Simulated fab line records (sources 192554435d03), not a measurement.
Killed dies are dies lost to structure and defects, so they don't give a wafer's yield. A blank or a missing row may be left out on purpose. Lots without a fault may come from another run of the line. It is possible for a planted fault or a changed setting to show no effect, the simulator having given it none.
Chamber matching || flow n5Finfet || rieDiel-05 running N5_BEOL_M5_ETCH_62: 4 sister chambers
The step etches SOC in N2/H2, target depth 75 nm, overetch 15 nm, time 112.5 s. 4 wafers are shown with their chamber, then 11 later ones without.

WAFERS WITH THEIR CHAMBER
{"wafer": "L080.6", "chamber": 1, "showerheadPlenumPTorr (Torr)": 2.54}
{"wafer": "L084.6", "chamber": 2, "showerheadPlenumPTorr (Torr)": 2.51}
{"wafer": "L087.5", "chamber": 0, "showerheadPlenumPTorr (Torr)": 2.70}
{"wafer": "L088.2", "chamber": 3, "showerheadPlenumPTorr (Torr)": 2.51}

WAFERS MISSING THEIR CHAMBER
{"wafer": "L088.4", "showerheadPlenumPTorr (Torr)": 2.70}
{"wafer": "L088.5", "showerheadPlenumPTorr (Torr)": 2.70}
{"wafer": "L092.1", "showerheadPlenumPTorr (Torr)": 2.50}
{"wafer": "L092.2", "showerheadPlenumPTorr (Torr)": 2.54}
{"wafer": "L092.3", "showerheadPlenumPTorr (Torr)": 2.50}
{"wafer": "L093.2", "showerheadPlenumPTorr (Torr)": 2.69}
{"wafer": "L093.3", "showerheadPlenumPTorr (Torr)": 2.50}
{"wafer": "L093.4", "showerheadPlenumPTorr (Torr)": 2.50}
{"wafer": "L096.1", "showerheadPlenumPTorr (Torr)": 2.53}
{"wafer": "L096.2", "showerheadPlenumPTorr (Torr)": 2.50}
{"wafer": "L096.4", "showerheadPlenumPTorr (Torr)": 2.50}

THE CHAMBER EACH PASSED THROUGH
{"wafer": "L088.4", "from the rows above": 0, "in truth": 0}
{"wafer": "L088.5", "from the rows above": 0, "in truth": 0}
{"wafer": "L092.1", "from the rows above": "can't be placed: 2 or 3", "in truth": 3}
{"wafer": "L092.2", "from the rows above": 1, "in truth": 1}
{"wafer": "L092.3", "from the rows above": "can't be placed: 2 or 3", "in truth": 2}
{"wafer": "L093.2", "from the rows above": 0, "in truth": 0}
{"wafer": "L093.3", "from the rows above": "can't be placed: 2 or 3", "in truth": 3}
{"wafer": "L093.4", "from the rows above": "can't be placed: 2 or 3", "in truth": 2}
{"wafer": "L096.1", "from the rows above": "can't be placed: 1 or 2 or 3", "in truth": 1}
{"wafer": "L096.2", "from the rows above": "can't be placed: 2 or 3", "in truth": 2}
{"wafer": "L096.4", "from the rows above": "can't be placed: 2 or 3", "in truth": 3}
Correctly placed: 4 of 11. From these rows, 7 cannot be placed; in 7 the true chamber is one of the candidates. Placed wrongly: 0.
How it was worked out, from the rows above alone: a wafer's distance from a chamber is the root of the sum, over the readings, of the square of ((its reading less the chamber's mean) divided by the reading's scatter). The wafer belongs to the nearest chamber; if the next one is less than 2 further off, it can't be placed. The mean given for a chamber averages the wafers shown for that chamber. The scatter (one wafer shown for each chamber): square how far every hidden wafer sits from the nearest shown wafer, average those squares and take the square root.
